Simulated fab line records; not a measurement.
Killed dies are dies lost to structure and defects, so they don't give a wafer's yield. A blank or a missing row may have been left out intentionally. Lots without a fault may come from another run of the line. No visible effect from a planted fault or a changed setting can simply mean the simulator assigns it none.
Matching of chambers | flow n5_finfet | rie_diel-06 running N5_BEOL_M13_ETCH_38: 4 sister chambers
The step etches SiCN in CF4/N2, target depth 67.5 nm, time 71.9 s. 22 wafers are shown with their chamber, then 11 later ones without.

## WAFERS WITH THEIR CHAMBER
wafer  | chamber | drypump_motor_current_A (A) | showerhead_plenum_p_Torr (Torr) | rf_vpp_V (V)
L077.3 | 0       | 6.2                         | 2.09                            | 378.2
L077.5 | 2       | 4.8                         | 2.18                            | 381.1
L077.6 | 1       | 5.4                         | 2.31                            | 384.3
L080.1 | 0       | 6.2                         | 2.09                            | 379.3
L080.3 | 1       | 5.4                         | 2.31                            | 385.3
L080.4 | 3       | 4.8                         | 2.19                            | 381.6
L082.1 | 3       | 4.7                         | 2.19                            | 381.1
L082.3 | 1       | 5.4                         | 2.31                            | 384.7
L082.4 | 1       | 5.3                         | 2.31                            | 385.3
L089.1 | 3       | 4.7                         | 2.19                            | 383.8
L089.2 | 0       | 6.2                         | 2.36                            | 385.8
L089.3 | 2       | 4.8                         | 2.18                            | 381.2
L087.1 | 0       | 6.2                         | 2.35                            | 386.7
L087.2 | 2       | 4.7                         | 2.18                            | 379.7
L087.4 | 3       | 4.7                         | 2.19                            | 382.4
L088.1 | 2       | 4.7                         | 2.18                            | 381.8
L088.5 | 0       | 6.2                         | 2.35                            | 383.4
L088.6 | 3       | 4.8                         | 2.19                            | 381.8
L091.2 | 3       | 4.7                         | 2.19                            | 383.0
L091.5 | 0       | 6.2                         | 2.35                            | 384.6
L091.6 | 1       | 5.4                         | 2.30                            | 385.4
L095.1 | 1       | 5.4                         | 2.30                            | 383.7

SIGNATURES (means of the wafers above)
reading                  | chamber 0 | chamber 1 | chamber 2 | chamber 3 | scatter within a chamber
drypump_motor_current_A  | 6.200     | 5.383     | 4.750     | 4.733     | 0.0419
showerhead_plenum_p_Torr | 2.2650    | 2.3067    | 2.1800    | 2.1900    | 0.0715
rf_vpp_V                 | 383.000   | 384.783   | 380.950   | 382.283   | 1.98
Rule: for each reading, subtract the chamber's mean from the wafer's reading, divide by that reading's scatter and square the result; add these up over the readings and take the root, which gives the wafer's distance from the chamber. If the next closest chamber is less than 2 further off than the closest, the wafer can't be placed; otherwise it belongs to the closest. The scatter is the square root of a quotient: the sum, over the shown wafers, of each reading's squared deviation from its chamber's mean, divided by wafers minus chambers.

## WAFERS WITHOUT THEIR CHAMBER
wafer  | drypump_motor_current_A (A) | showerhead_plenum_p_Torr (Torr) | rf_vpp_V (V)
L095.2 | 4.8                         | 2.17                            | 381.3
L095.3 | 4.7                         | 2.18                            | 382.5
L095.4 | 6.2                         | 2.35                            | 385.5
L095.5 | 4.8                         | 2.17                            | 382.8
L095.6 | 4.8                         | 2.18                            | 383.6
L094.3 | 4.7                         | 2.18                            | 381.2
L094.4 | 4.7                         | 2.17                            | 380.4
L094.6 | 4.7                         | 2.19                            | 383.9
L096.4 | 4.7                         | 2.18                            | 381.3
L096.5 | 6.2                         | 2.35                            | 384.9
L096.6 | 4.7                         | 2.18                            | 382.0

## CHAMBER TAKEN BY EACH
wafer  | from the rows above     | in truth
L095.2 | can't be placed: 2 or 3 | 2
L095.3 | can't be placed: 3 or 2 | 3
L095.4 | 0                       | 0
L095.5 | can't be placed: 2 or 3 | 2
L095.6 | can't be placed: 3 or 2 | 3
L094.3 | can't be placed: 3 or 2 | 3
L094.4 | can't be placed: 2 or 3 | 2
L094.6 | can't be placed: 3 or 2 | 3
L096.4 | can't be placed: 3 or 2 | 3
L096.5 | 0                       | 0
L096.6 | can't be placed: 3 or 2 | 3
Placed correctly: 2 of 11. These rows do not allow placing 9 (true chamber among the candidates in 9). 0 placed wrongly.
